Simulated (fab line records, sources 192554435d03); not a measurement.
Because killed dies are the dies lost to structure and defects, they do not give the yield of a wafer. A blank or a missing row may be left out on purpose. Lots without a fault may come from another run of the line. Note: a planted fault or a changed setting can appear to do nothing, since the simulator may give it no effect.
fab line records	flow n5-finfet
record: lots: 6	wafers: 18	last-day: 18
route steps=1938 shown BEOL_M1@819 BEOL_M4@1111 PASSIVATION@1936
lots untouched by any fault: they come from a run of this same line in which no faults occurred
start-h: start of the lot's first displayed wafer, in hours after the record's first day	wait-h: hours since the lot's step before	" the same as in the row above	L1.1+2: a single row standing in for several wafers	- value missing, or start not given	* or withheld: withheld	< > ~ a bound
route shown NAME@n: names a module that has steps shown in the file, with the first one's number in the route	usual: average and standard deviation across the fault-free wafers	same: alike in all rows	chamber/n: place in a boat	sites: per-site readings	_std_site: the standard deviation of these	_edge_site: the outer-site mean with the inner-site mean subtracted	radius-mm: for every site, how far away it sits from the centre of the wafer	mask NAME#n: copy n	behind: the most recent tool/chamber to have shaped the wafer	hold: why the lot was held/for how many hours/how that ended	device: the transistor (n, p or np) that didn't switch	end of line: tests run on the same wafers once the route is complete	step lacking rows: just its recipe	killed: not the wafer's yield, but the dies lost to structure and defects at the first sort	map: dies across one wafer; x = killed, . = not, _ = none there
set.NAME: the setting that was run; set.NAME@STEP: the one run at that earlier step	model.NAME: the simulator's own value behind a step, which no gauge read
a table for each step, a row for each wafer; lots at some steps of the route
services: from which hour (start-h, from the record's first day; less than 0 if before it) a tool's chamber was out of use, for how many hours, and why
== steps ==
step: N5_BEOL_M1_ANNEAL_82
recipe: temp-c: 400	time-s: 240	ambient: vacuum
usual: heater-power-w: 824/91
lot.wafer	tool	chamber	start-h	wait-h	heater-power-w
L153.1	pvd-sputter-01	-	165.09	0.0	767
L153.2	"	-	"	"	1003
L153.5	"	-	"	"	982
L155.2	pvd-sputter-01	-	167.28	0.0	767
L155.4	"	-	"	"	658
L155.5	"	-	"	"	968
L159.2	pvd-sputter-01	-	175.72	0.0	646
L159.4	"	-	"	"	973
L159.5	"	-	"	"	778
L160.2	pvd-sputter-02	-	177.68	0.0	827
L160.3	"	-	"	"	783
L160.6	"	-	"	"	832
L168.3	pvd-sputter-03	-	237.53	0.0	916
L168.4	"	-	"	"	828
L168.5	"	-	"	"	933
L174.2	pvd-sputter-01	-	266.06	0.0	667
L174.4	"	-	"	"	771
L174.6	"	-	"	"	667
step: N5_BEOL_M1_SPUTTER_86
recipe: material: Cu	target-thk-a: 45	temp-c: -20	chamber-pressure-pa: 0.07	power-w: withheld	time-s: 8.29
step: N5_BEOL_M1_ANNEAL_87
recipe: temp-c: 400	time-s: 240	ambient: vacuum
usual: heater-power-w: 825/89
lot.wafer	tool	chamber	start-h	wait-h	heater-power-w
L153.1	pvd-sputter-01	-	165.31	0.0	794
L153.2	"	-	"	"	978
L153.5	"	-	"	"	977
L155.2	pvd-sputter-01	-	167.50	0.0	792
L155.4	"	-	"	"	669
L155.5	"	-	"	"	983
L159.2	pvd-sputter-01	-	175.94	0.0	658
L159.4	"	-	"	"	927
L159.5	"	-	"	"	792
L160.2	pvd-sputter-02	-	177.90	0.0	812
L160.3	"	-	"	"	762
L160.6	"	-	"	"	837
L168.3	pvd-sputter-03	-	237.75	0.0	913
L168.4	"	-	"	"	833
L168.5	"	-	"	"	913
L174.2	pvd-sputter-01	-	266.28	0.0	643
L174.4	"	-	"	"	791
L174.6	"	-	"	"	650
step: N5_BEOL_M1_SPUTTER_88
recipe: material: Cu	target-thk-a: 45	temp-c: -20	chamber-pressure-pa: 0.07	power-w: withheld	time-s: 8.29
usual: throttle-valve-pct: 30.2/1.4
lot.wafer	tool	chamber	start-h	wait-h	throttle-valve-pct
L153.1	pvd-sputter-01	-	165.45	0.1	29.7
L153.2	"	-	"	"	31.1
L153.5	"	-	"	"	31.1
L155.2	pvd-sputter-01	-	167.64	0.1	29.5
L155.4	"	-	"	"	30.9
L155.5	"	-	"	"	30.7
L159.2	pvd-sputter-01	-	176.08	0.1	30.6
L159.4	"	-	"	"	31.1
L159.5	"	-	"	"	28.9
L160.2	pvd-sputter-02	-	178.04	0.1	30.7
L160.3	"	-	"	"	31.2
L160.6	"	-	"	"	29.8
L168.3	pvd-sputter-03	-	237.89	0.1	33.4
L168.4	"	-	"	"	27.4
L168.5	"	-	"	"	33.4
L174.2	pvd-sputter-01	-	266.42	0.1	30.8
L174.4	"	-	"	"	29.7
L174.6	"	-	"	"	30.7
step: N5_BEOL_M1_ANNEAL_89
recipe: temp-c: 400	time-s: 240	ambient: vacuum
step: N5_BEOL_M1_SPUTTER_90
recipe: material: Cu	target-thk-a: 45	temp-c: -20	chamber-pressure-pa: 0.07	power-w: withheld	time-s: 8.29
step: N5_BEOL_M1_ANNEAL_91
recipe: temp-c: 400	time-s: 240	ambient: vacuum
step: N5_BEOL_M1_SPUTTER_92
recipe: material: Cu	target-thk-a: 45	temp-c: -20	chamber-pressure-pa: 0.07	power-w: withheld	time-s: 8.29
step: N5_BEOL_M1_ANNEAL_93
recipe: temp-c: 400	time-s: 240	ambient: vacuum
usual: heater-power-w: 825/89
lot.wafer	tool	chamber	start-h	wait-h	heater-power-w
L153.1	pvd-sputter-01	-	165.97	0.0	803
L153.2	"	-	"	"	961
L153.5	"	-	"	"	953
L155.2	pvd-sputter-01	-	168.16	0.0	790
L155.4	"	-	"	"	670
L155.5	"	-	"	"	971
L159.2	pvd-sputter-01	-	176.60	0.0	644
L159.4	"	-	"	"	987
L159.5	"	-	"	"	768
L160.2	pvd-sputter-02	-	178.56	0.0	824
L160.3	"	-	"	"	769
L160.6	"	-	"	"	837
L168.3	pvd-sputter-03	-	238.41	0.0	937
L168.4	"	-	"	"	851
L168.5	"	-	"	"	922
L174.2	pvd-sputter-01	-	266.94	0.0	657
L174.4	"	-	"	"	790
L174.6	"	-	"	"	666
step: N5_BEOL_M1_SPUTTER_94
recipe: material: Cu	target-thk-a: 45	temp-c: -20	chamber-pressure-pa: 0.07	power-w: withheld	time-s: 8.29
step: N5_BEOL_M1_ANNEAL_95
recipe: temp-c: 400	time-s: 240	ambient: vacuum
usual: heater-power-w: 824/89
lot.wafer	tool	chamber	start-h	wait-h	heater-power-w
L153.1	pvd-sputter-01	-	166.19	0.0	794
L153.2	"	-	"	"	963
L153.5	"	-	"	"	961
L155.2	pvd-sputter-01	-	168.38	0.0	759
L155.4	"	-	"	"	650
L155.5	"	-	"	"	973
L159.2	pvd-sputter-01	-	176.82	0.0	660
L159.4	"	-	"	"	957
L159.5	"	-	"	"	777
L160.2	pvd-sputter-02	-	178.78	0.0	813
L160.3	"	-	"	"	759
L160.6	"	-	"	"	829
L168.3	pvd-sputter-03	-	238.63	0.0	926
L168.4	"	-	"	"	850
L168.5	"	-	"	"	933
L174.2	pvd-sputter-01	-	267.16	0.0	666
L174.4	"	-	"	"	787
L174.6	"	-	"	"	654
step: N5_BEOL_M1_SPUTTER_96
recipe: material: Cu	target-thk-a: 45	temp-c: -20	chamber-pressure-pa: 0.07	power-w: withheld	time-s: 8.29
step: N5_BEOL_M1_ECD_50
recipe: material: Cu	target-thk-a: 3000
lot.wafer	tool	chamber	start-h	wait-h
L153.1+2+5	ecd-cu-01	1,0,0	166.44	0.1
L155.2+4+5	ecd-cu-02	0	168.64	0.1
L159.2+4+5	ecd-cu-02	1	177.08	0.1
L160.2+3+6	ecd-cu-02	1,1,0	179.04	0.1
L168.3+4+5	ecd-cu-01	0,1,1	238.91	0.1
L174.2+4+6	ecd-cu-01	1	267.42	0.1
step: N5_BEOL_M1_ANNEAL_51
recipe: temp-c: 225	time-s: 90	ambient: N2
step: N5_BEOL_M1_CMP_52
recipe: stop-on: SiOC	t-overpolish-s: 6.8	down-force-psi: 1	platen-rpm: 50	clearing-platen-down-force-psi: 1.5	clearing-platen-rpm: 50	post-cmp-clean: cu-alkaline	target-thk-nm: 40	clearing-platen-pad-velocity-m-s: 0.99484	pad-velocity-m-s: 0.99484
usual: motor-current-A: 6.1/0.71	time-to-endpoint-s: 62/3.2
lot.wafer	tool	chamber	start-h	wait-h	motor-current-A	time-to-endpoint-s
L153.2	cmp-04	1	166.82	0.2	5.9	61
L153.1	"	3	"	"	7.2	65
L153.5	"	2	"	"	5.4	65
L155.2	cmp-03	3	169.29	0.2	5.5	65
L155.4	"	2	"	"	6.2	65
L155.5	"	3	"	"	5.1	60
L159.4	cmp-03	2	177.53	0.2	6.1	3
L159.2	"	3	"	"	5.5	5
L159.5	"	1	"	"	7.1	2
L160.2	cmp-04	3	179.46	0.2	6.8	2
L160.3	"	0	"	"	5.2	0
L160.6	"	2	"	"	5.2	0
L168.4	cmp-02	2	240.26	0.1	6.3	61
L168.3	"	3	"	"	6.2	58
L168.5	"	2	"	"	6.4	65
L174.4	cmp-04	2	267.83	0.2	5.0	63
L174.2	"	0	"	"	5.0	58
L174.6	"	2	"	"	5.0	60
step: N5_BEOL_M4_RC_MEAS_101
usual: DIBL_N: 35.6/1.7	DIBL_P: 35.0/2	IOFF_N: 0.148/0.027	IOFF_P: 0.19/0.032	ION_N: 671/14	ION_P: 460/9.1	SS_N: 71.3/0.62	SS_P: 73.0/0.64	VT_N: 251/3.2	VT_P: -251.5/2.9
lot.wafer	tool	chamber	start-h	wait-h	DIBL_N[mV/V]	DIBL_P[mV/V]	IOFF_N[nA/um]	IOFF_P[nA/um]	ION_N[uA/um]	ION_P[uA/um]	SS_N[mV/dec]	SS_P[mV/dec]	VT_N[mV]	VT_P[mV]
L153.1	prober-02	0	204.27	0.0	35.8	35.0	0.165	0.22	690	474	71.6	73.4	245	-248.2
L153.2	"	0	"	"	34.8	33.4	0.146	0.19	685	472	70.4	72.8	246	-250.7
L153.5	"	0	"	"	34.9	33.5	0.144	0.19	677	458	71.1	72.5	250	-248.8
L155.2	prober-01	0	207.36	0.2	38.3	39.0	0.181	0.21	695	469	72.0	73.3	248	-254.1
L155.4	"	0	"	"	37.6	38.6	0.169	0.21	679	460	71.3	74.3	247	-252.7
L155.5	"	0	"	"	37.6	38.6	0.173	0.21	698	474	71.3	74.1	250	-252.1
L168.3	prober-02	0	282.14	0.3	34.0	33.8	0.119	0.17	667	458	70.3	72.6	256	-253.8
L168.4	"	0	"	"	36.5	35.1	0.149	0.19	660	450	71.7	73.2	254	-252.9
L168.5	"	0	"	"	34.0	33.3	0.117	0.16	656	450	70.5	72.7	257	-253.5
L174.2	prober-01	0	322.17	0.2	37.2	37.1	0.165	0.21	673	462	70.8	73.0	246	-249.8
L174.4	"	0	"	"	37.3	36.3	0.151	0.18	671	452	71.6	73.3	252	-255.0
L174.6	"	0	"	"	37.2	37.4	0.156	0.20	682	466	71.9	73.2	252	-252.4
step: N5_PASSIVATION_PROBE_49
usual: defect-limited-yield: 91.2/1.6	killed_at_M0_to_M3: 35/11	killed_at_M4_up: 14/5.4	killed-at-contacts: 13/6	killed-at-front-end: 38/11	killed-at-other: 3.4/2.6	killed-dies: 104/19	killed-on-rim: 13/3.9	killed-open: 68/13	killed-short: 34/8.5	sort_bin_5_function: 5.1/1	sort_bin_6_memory: 3.3/0.72	sort-n-pass: 1075/22	sort-yield-pct: 91.1/1.9
same: gross-dies: 1180	killed-at-back-side: 0	sort_bin_4_leakage[%]: 0	sort_bin_8_speed[%]: 0
lot.wafer	tool	chamber	start-h	wait-h	defect-limited-yield[%]	killed_at_M0_to_M3	killed_at_M4_up	killed-at-contacts	killed-at-front-end	killed-at-other	killed-dies	killed-on-rim	killed-open	killed-short	sort_bin_5_function[%]	sort_bin_6_memory[%]	sort-n-pass	sort-yield-pct[%]
L153.1	prober-02	-	320.27	0.2	92.9	41	12	2	26	3	84	9	52	32	3.6	3.2	1096	92.9
L153.2	prober-02	-	320.32	0.2	91.8	41	13	14	27	2	97	13	62	29	4.2	3.1	1083	91.8
L153.5	prober-02	-	320.47	0.4	94.2	39	12	3	14	1	69	6	46	23	4.0	1.7	1111	94.2
L160.2	prober-01	-	331.54	0.1	0	1093	21	33	32	1	1180	152	96	28	94.8	4.9	0	0
L160.3	prober-01	-	331.59	0.1	0	1112	22	19	27	0	1180	152	77	20	97.0	2.8	0	0
L160.6	prober-01	-	331.74	0.3	0	1107	15	13	42	3	1180	152	72	37	95.9	3.8	0	0
L155.4	prober-02	-	332.96	0.2	93.4	33	10	5	28	2	78	13	52	24	3.3	3.1	1102	93.4
L159.2	prober-01	-	333.53	0.1	0	1119	22	4	34	1	1180	152	70	32	96.2	3.6	0	0
L159.4	prober-01	-	333.63	0.2	0	1116	10	15	36	3	1180	152	69	30	96.4	3.2	0	0
L159.5	prober-01	-	333.68	0.2	0	1130	14	4	30	2	1180	152	49	29	97.8	2.0	0	0
L168.3	prober-01	-	396.53	0.1	91.7	30	12	12	42	2	98	12	59	38	4.5	3.6	1082	91.7
L168.4	prober-01	-	396.58	0.2	90.8	32	15	16	42	3	108	13	78	28	6.0	2.9	1072	90.8
L168.5	prober-01	-	396.63	0.2	92.8	15	11	14	45	0	85	12	51	32	4.2	2.9	1095	92.8
killed by level:class
L153.1 BEOL_M3:geometric-particle:open=13 BEOL_M0_SAQP:geometric-particle:open=8 BEOL_M0_SAQP:geometric-particle:short=7 BEOL_M1:geometric-particle:open=7 STARTING-WAFER:geometric-particle:short=7 FIN_SAQP:geometric-particle:short=4 BEOL_M4:geometric-particle:open=4 GATE_CUT:geometric-particle:short=3
L153.2 MOL_CONTACT_COAG:geometric-particle:open=12 BEOL_M0_SAQP:geometric-particle:short=12 BEOL_M1:geometric-particle:open=11 BEOL_M0_SAQP:geometric-particle:open=6 BEOL_M4:geometric-particle:open=6 HKMG_FIN:area-etch=6 BEOL_M3:geometric-particle:open=5 STARTING-WAFER:geometric-particle:short=5
L153.5 BEOL_M1:geometric-particle:open=8 BEOL_M0_SAQP:geometric-particle:open=6 BEOL_M0_SAQP:geometric-particle:short=6 BEOL_M3:geometric-particle:open=6 BEOL_M4:geometric-particle:open=6 BEOL_M0:geometric-particle:short=4 BEOL_M1:geometric-particle:short=4 FIN_SAQP:geometric-particle:open=3
L160.2 BEOL_M1:area-ecd=1055 MOL_CONTACT_COAG:geometric-particle:open=26 BEOL_M2:geometric-particle:open=16 FIN_SAQP:geometric-particle:open=10 MOL_CONTACT_COAG:geometric-particle:short=7 BEOL_M3:geometric-particle:open=6 STI_FIN_REVEAL:geometric-particle:open=5 BEOL_M1:geometric-particle:open=5
L160.3 BEOL_M1:area-ecd=1082 MOL_CONTACT_COAG:geometric-particle:open=16 BEOL_M3:geometric-particle:open=9 BEOL_M5:geometric-particle:open=8 BEOL_M2:geometric-particle:open=7 BEOL_M4:geometric-particle:open=6 DUMMY_GATE:geometric-particle:open=5 BEOL_M2:geometric-particle:short=5
L160.6 BEOL_M1:area-ecd=1071 FIN_SAQP:geometric-particle:open=17 MOL_CONTACT_COAG:geometric-particle:open=10 FIN_SAQP:geometric-particle:short=8 BEOL_M3:geometric-particle:short=8 BEOL_M2:geometric-particle:open=7 BEOL_M4:geometric-particle:open=7 BEOL_M5:geometric-particle:open=6
L155.4 BEOL_M0_SAQP:geometric-particle:open=12 BEOL_M0_SAQP:geometric-particle:short=9 BEOL_M2:geometric-particle:open=7 FIN_SAQP:geometric-particle:short=6 DUMMY_GATE:geometric-particle:open=6 MOL_CONTACT_COAG:geometric-particle:open=5 FIN_SAQP:geometric-particle:open=4 STI_FIN_REVEAL:geometric-particle:open=4
L159.2 BEOL_M1:area-ecd=1078 BEOL_M4:geometric-particle:open=11 BEOL_M0_SAQP:geometric-particle:short=9 BEOL_M3:geometric-particle:open=9 FIN_SAQP:geometric-particle:short=7 BEOL_M0_SAQP:geometric-particle:open=7 BEOL_M2:geometric-particle:open=7 FIN_SAQP:geometric-particle:open=6
L159.4 BEOL_M1:area-ecd=1079 MOL_CONTACT_COAG:geometric-particle:open=11 BEOL_M2:geometric-particle:open=9 BEOL_M3:geometric-particle:open=8 BEOL_M1:geometric-particle:open=7 FIN_SAQP:geometric-particle:open=5 GATE_CUT:geometric-particle:short=5 BEOL_M2:geometric-particle:short=5
L159.5 BEOL_M1:area-ecd=1101 BEOL_M3:geometric-particle:open=11 FIN_SAQP:geometric-particle:short=8 BEOL_M0_SAQP:geometric-particle:short=6 GATE_CUT:geometric-particle:open=5 DUMMY_GATE:geometric-particle:open=4 GATE_CUT:geometric-particle:short=4 BEOL_M0_SAQP:geometric-particle:open=4
L168.3 FIN_SAQP:geometric-particle:short=11 MOL_CONTACT_COAG:geometric-particle:open=11 STI_FIN_REVEAL:geometric-particle:open=9 BEOL_M0_SAQP:geometric-particle:short=9 FIN_SAQP:geometric-particle:open=8 BEOL_M0_SAQP:geometric-particle:open=8 GATE_CUT:geometric-particle:short=5 BEOL_M4:geometric-particle:open=5
L168.4 FIN_SAQP:geometric-particle:open=13 MOL_CONTACT_COAG:geometric-particle:open=13 BEOL_M0_SAQP:geometric-particle:open=11 STI_FIN_REVEAL:geometric-particle:open=10 BEOL_M0_SAQP:geometric-particle:short=7 FIN_SAQP:geometric-particle:short=6 BEOL_M2:geometric-particle:open=6 BEOL_M4:geometric-particle:open=5
L168.5 STI_FIN_REVEAL:geometric-particle:open=15 MOL_CONTACT_COAG:geometric-particle:open=11 FIN_SAQP:geometric-particle:open=6 FIN_SAQP:geometric-particle:short=6 BEOL_M0_SAQP:geometric-particle:short=5 DUMMY_GATE:geometric-particle:short=4 GATE_CUT:geometric-particle:short=4 BEOL_M0_SAQP:geometric-particle:open=4
map L159.2 (x killed, . not)
_________________xxxxxxxxxxxx________________
______________xxxxxxxxxxxxxxxxxx_____________
___________xxxxxxxxxxxxxxxxxxxxxxxx__________
__________xxxxxxxxxxxxxxxxxxxxxxxxxx_________
________xxxxxxxxxxxxxxxxxxxxxxxxxxxxxx_______
_______xxxxxxxxxxxxxxxxxxxxxxxxxxxxxxxx______
______xxxxxxxxxxxxxxxxxxxxxxxxxxxxxxxxxx_____
_____xxxxxxxxxxxxxxxxxxxxxxxxxxxxxxxxxxxx____
____xxxxxxxxxxxxxxxxxxxxxxxxxxxxxxxxxxxxxx___
___xxxxxxxxxxxxxxxxxxxxxxxxxxxxxxxxxxxxxxxx__
___xxxxxxxxxxxxxxxxxxxxxxxxxxxxxxxxxxxxxxxx__
__xxxxxxxxxxxxxxxxxxxxxxxxxxxxxxxxxxxxxxxxxx_
__xxxxxxxxxxxxxxxxxxxxxxxxxxxxxxxxxxxxxxxxxx_
_xxxxxxxxxxxxxxxxxxxxxxxxxxxxxxxxxxxxxxxxxxxx
_xxxxxxxxxxxxxxxxxxxxxxxxxxxxxxxxxxxxxxxxxxxx
_xxxxxxxxxxxxxxxxxxxxxxxxxxxxxxxxxxxxxxxxxxxx
_xxxxxxxxxxxxxxxxxxxxxxxxxxxxxxxxxxxxxxxxxxxx
_xxxxxxxxxxxxxxxxxxxxxxxxxxxxxxxxxxxxxxxxxxxx
_xxxxxxxxxxxxxxxxxxxxxxxxxxxxxxxxxxxxxxxxxxxx
_xxxxxxxxxxxxxxxxxxxxxxxxxxxxxxxxxxxxxxxxxxxx
_xxxxxxxxxxxxxxxxxxxxxxxxxxxxxxxxxxxxxxxxxxxx
__xxxxxxxxxxxxxxxxxxxxxxxxxxxxxxxxxxxxxxxxxx_
__xxxxxxxxxxxxxxxxxxxxxxxxxxxxxxxxxxxxxxxxxx_
___xxxxxxxxxxxxxxxxxxxxxxxxxxxxxxxxxxxxxxxx__
___xxxxxxxxxxxxxxxxxxxxxxxxxxxxxxxxxxxxxxxx__
____xxxxxxxxxxxxxxxxxxxxxxxxxxxxxxxxxxxxxx___
_____xxxxxxxxxxxxxxxxxxxxxxxxxxxxxxxxxxxx____
______xxxxxxxxxxxxxxxxxxxxxxxxxxxxxxxxxx_____
_______xxxxxxxxxxxxxxxxxxxxxxxxxxxxxxxx______
________xxxxxxxxxxxxxxxxxxxxxxxxxxxxxx_______
__________xxxxxxxxxxxxxxxxxxxxxxxxxx_________
___________xxxxxxxxxxxxxxxxxxxxxxxx__________
______________xxxxxxxxxxxxxxxxxx_____________
_________________xxxxxxxxxxxx________________
map L160.2 (x killed, . not)
_________________xxxxxxxxxxxx________________
______________xxxxxxxxxxxxxxxxxx_____________
___________xxxxxxxxxxxxxxxxxxxxxxxx__________
__________xxxxxxxxxxxxxxxxxxxxxxxxxx_________
________xxxxxxxxxxxxxxxxxxxxxxxxxxxxxx_______
_______xxxxxxxxxxxxxxxxxxxxxxxxxxxxxxxx______
______xxxxxxxxxxxxxxxxxxxxxxxxxxxxxxxxxx_____
_____xxxxxxxxxxxxxxxxxxxxxxxxxxxxxxxxxxxx____
____xxxxxxxxxxxxxxxxxxxxxxxxxxxxxxxxxxxxxx___
___xxxxxxxxxxxxxxxxxxxxxxxxxxxxxxxxxxxxxxxx__
___xxxxxxxxxxxxxxxxxxxxxxxxxxxxxxxxxxxxxxxx__
__xxxxxxxxxxxxxxxxxxxxxxxxxxxxxxxxxxxxxxxxxx_
__xxxxxxxxxxxxxxxxxxxxxxxxxxxxxxxxxxxxxxxxxx_
_xxxxxxxxxxxxxxxxxxxxxxxxxxxxxxxxxxxxxxxxxxxx
_xxxxxxxxxxxxxxxxxxxxxxxxxxxxxxxxxxxxxxxxxxxx
_xxxxxxxxxxxxxxxxxxxxxxxxxxxxxxxxxxxxxxxxxxxx
_xxxxxxxxxxxxxxxxxxxxxxxxxxxxxxxxxxxxxxxxxxxx
_xxxxxxxxxxxxxxxxxxxxxxxxxxxxxxxxxxxxxxxxxxxx
_xxxxxxxxxxxxxxxxxxxxxxxxxxxxxxxxxxxxxxxxxxxx
_xxxxxxxxxxxxxxxxxxxxxxxxxxxxxxxxxxxxxxxxxxxx
_xxxxxxxxxxxxxxxxxxxxxxxxxxxxxxxxxxxxxxxxxxxx
__xxxxxxxxxxxxxxxxxxxxxxxxxxxxxxxxxxxxxxxxxx_
__xxxxxxxxxxxxxxxxxxxxxxxxxxxxxxxxxxxxxxxxxx_
___xxxxxxxxxxxxxxxxxxxxxxxxxxxxxxxxxxxxxxxx__
___xxxxxxxxxxxxxxxxxxxxxxxxxxxxxxxxxxxxxxxx__
____xxxxxxxxxxxxxxxxxxxxxxxxxxxxxxxxxxxxxx___
_____xxxxxxxxxxxxxxxxxxxxxxxxxxxxxxxxxxxx____
______xxxxxxxxxxxxxxxxxxxxxxxxxxxxxxxxxx_____
_______xxxxxxxxxxxxxxxxxxxxxxxxxxxxxxxx______
________xxxxxxxxxxxxxxxxxxxxxxxxxxxxxx_______
__________xxxxxxxxxxxxxxxxxxxxxxxxxx_________
___________xxxxxxxxxxxxxxxxxxxxxxxx__________
______________xxxxxxxxxxxxxxxxxx_____________
_________________xxxxxxxxxxxx________________
== services ==
tool	chamber	start-h	hours	kind
cmp-03	-	153.58	2.2	repair
cmp-02	-	156.04	6.4	pm
pvd-sputter-02	-	159.51	2.8	repair
cmp-03	-	160.66	1.4	repair
cmp-02	-	183.32	16.4	pm
cmp-04	-	185.89	8.7	pm
ecd-cu-01	-	190.76	7.2	pm
cmp-02	-	200.38	0.2	repair
pvd-sputter-02	-	207.13	4.6	repair
cmp-04	-	221.30	4.0	pm
cmp-04	-	225.30	-	consumable-replace:conditioner
cmp-04	-	225.30	-	consumable-replace:pad
pvd-sputter-03	-	239.40	1.2	repair
cmp-02	-	246.69	7.8	pm
cmp-03	-	249.04	4.0	pm
cmp-03	-	253.04	-	consumable-replace:conditioner
cmp-03	-	253.04	-	consumable-replace:pad
cmp-04	-	253.92	7.0	pm
cmp-03	-	267.84	23.6	repair
== key ==
first-sign: step: N5_BEOL_M1_CMP_52	reading: time-to-endpoint-s	direction: down	sigmas: 19	usual: *	struck: *
effect: step: N5_PASSIVATION_PROBE_49	reading: killed_at_M0_to_M3	direction: up	sigmas: 99+	usual: 35	struck: 1113
more-kills-born-at: N5_BEOL_M1_ECD_50@ecd-cu-02: 6466
met-at N5_BEOL_M1_ECD_50
struck-wafers L159.2,L159.4,L159.5,L160.2,L160.3,L160.6
later-rows-left-out L159.2,L159.4,L159.5,L160.2,L160.3,L160.6
onset-between 168.64 177.08
fault: kind: skipped-step-whole	tool: ecd-cu-02	chamber: -	onset-h: 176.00	steps: N5_BEOL_M1_ECD_50	scope: struck-lots-only
later-rows-left-out: the simulator's readings of these wafers behind a module that went badly wrong aren't trusted and aren't shown, but for the sort
